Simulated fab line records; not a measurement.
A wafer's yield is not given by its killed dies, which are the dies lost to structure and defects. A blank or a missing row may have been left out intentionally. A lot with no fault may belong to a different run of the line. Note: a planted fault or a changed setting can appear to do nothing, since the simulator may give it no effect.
Split-lot study ; flow n5_finfet ; 21 wafers read across 7 lots, on a route 1938 steps long

## SPLIT DETAILS
At N5_PASSIVATION_PECVD_55 (deposits SiO2 from SiH4/N2O, target thk 400 nm, time 22.5 s), the setting time_s was moved away from the recipe's 22.5 s on 4 of the 21 wafers read, by -14.0% to +8.3%. For the rest of the wafers, this setting stayed at what the recipe calls for.

The split's own step is where the reading is taken.

## THE READING
SiO2_of_PASSIVATION_PECVD_55.thk_nm (the simulator's own value, which no gauge read), in nm, at N5_PASSIVATION_PECVD_55 (deposits SiO2 from SiH4/N2O, target thk 400 nm, time 22.5 s). The file does not state a usual value for it. Average 399.5 nm, standard deviation 6.2 nm, over the 17 wafers here run with the recipe.

wafer;tool, chamber at the split;time_s as run, s;against the recipe;SiO2_of_PASSIVATION_PECVD_55.thk_nm, nm;against lot-mates on the recipe
L074.2;pecvd-02, 0;22.5;recipe;394.8;-
L074.3;pecvd-02, 2;22.5;recipe;391.2;-
L074.5;pecvd-02, 0;22.5;recipe;398.2;-
L081.3;pecvd-01, 2;19.34;-14.0%;339.8;-72.4
L081.4;pecvd-01, 0;22.5;recipe;412.2;-
L081.5;pecvd-01, 2;19.34;-14.0%;350.8;-61.4
L084.1;pecvd-03, 0;22.5;recipe;392.4;-
L084.4;pecvd-03, 0;22.5;recipe;392.4;-
L084.6;pecvd-03, 1;22.5;recipe;404.6;-
L092.1;pecvd-02, 0;22.5;recipe;395;-
L092.3;pecvd-02, 0;22.5;recipe;400.6;-
L092.4;pecvd-02, 2;22.5;recipe;398;-
L088.2;pecvd-01, 2;22.5;recipe;400.8;-
L088.5;pecvd-01, 1;22.5;recipe;408;-
L088.6;pecvd-01, 2;22.5;recipe;411.2;-
L089.2;pecvd-02, 2;22.5;recipe;396.8;-
L089.5;pecvd-02, 2;22.5;recipe;398.8;-
L089.6;pecvd-02, 0;22.5;recipe;403;-
L093.1;pecvd-01, 2;22.5;recipe;394.2;-
L093.5;pecvd-01, 0;24.36;+8.3%;436.2;+42.0
L093.6;pecvd-01, 1;24.36;+8.3%;437.8;+43.6

FIT RESULTS
A straight line over all 21 wafers: SiO2_of_PASSIVATION_PECVD_55.thk_nm changes by +4.05 nm for each +1% of time_s; r = +0.96; the points scatter about the line by 6.3 nm.
The same after taking each lot's own level away (the mean of its wafers on the recipe; 21 wafers): +4.88 nm for each +1%; r = +0.99; scatter 3.9 nm.
Per that fit: largest time_s move, reading shift of 69 nm.
The lots' own levels span 394.20 to 412.20 nm, that is 2.9 times the standard deviation above.
So the slope is not independent of the lot-to-lot level: the two fits are not the same.
Check: -65.3 nm against its lot-mates is what the line predicts for one of the wafers moved furthest among these (-14.0%) when that wafer is left out of the fit. Against them it came out at -72.4 nm.

## FURTHER SPLITS ON THESE WAFERS
Other splits were also applied to these wafers ahead of the reading. Each is held against what the fit with the lots' levels taken away leaves over:
other split on the same wafers;wafers away from the commonest value;r with SiO2_of_PASSIVATION_PECVD_55.thk_nm (lot level and that fit taken away)
N5_BEOL_M12_SPUTTER_44 time_s;7;-0.07
N5_BEOL_M14_ILD_DEP_00 time_s;4;-0.11
N5_BEOL_M15_EXPOSE_25 dose_mj;4;+0.14
N5_MIM_BOT_ETCH_ETCH_03 bias_w;10;+0.18

## THE WHOLE CHAIN: every reading that the file lists as answering this split, in the file's order
step;what it does;reading;change (the file's fit);r (the file's)
N5_PASSIVATION_PECVD_55;deposits SiO2 from SiH4/N2O, target thk 400 nm, time 22.5 s;SiO2_of_PASSIVATION_PECVD_55.thk_nm (the simulator's own value, which no gauge read);+4.87 nm for each +1% of the setting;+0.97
N5_PASSIVATION_VIA_ETCH_13;etches SiO2 in CHF3/O2, target depth 660 nm, time 330 s;etch_rf_on_time_s;withheld for each +1% of the setting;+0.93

## THE FILE'S OWN FIT
SiO2_of_PASSIVATION_PECVD_55.thk_nm changes by +4.87 nm for each +1% of time_s, r = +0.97.
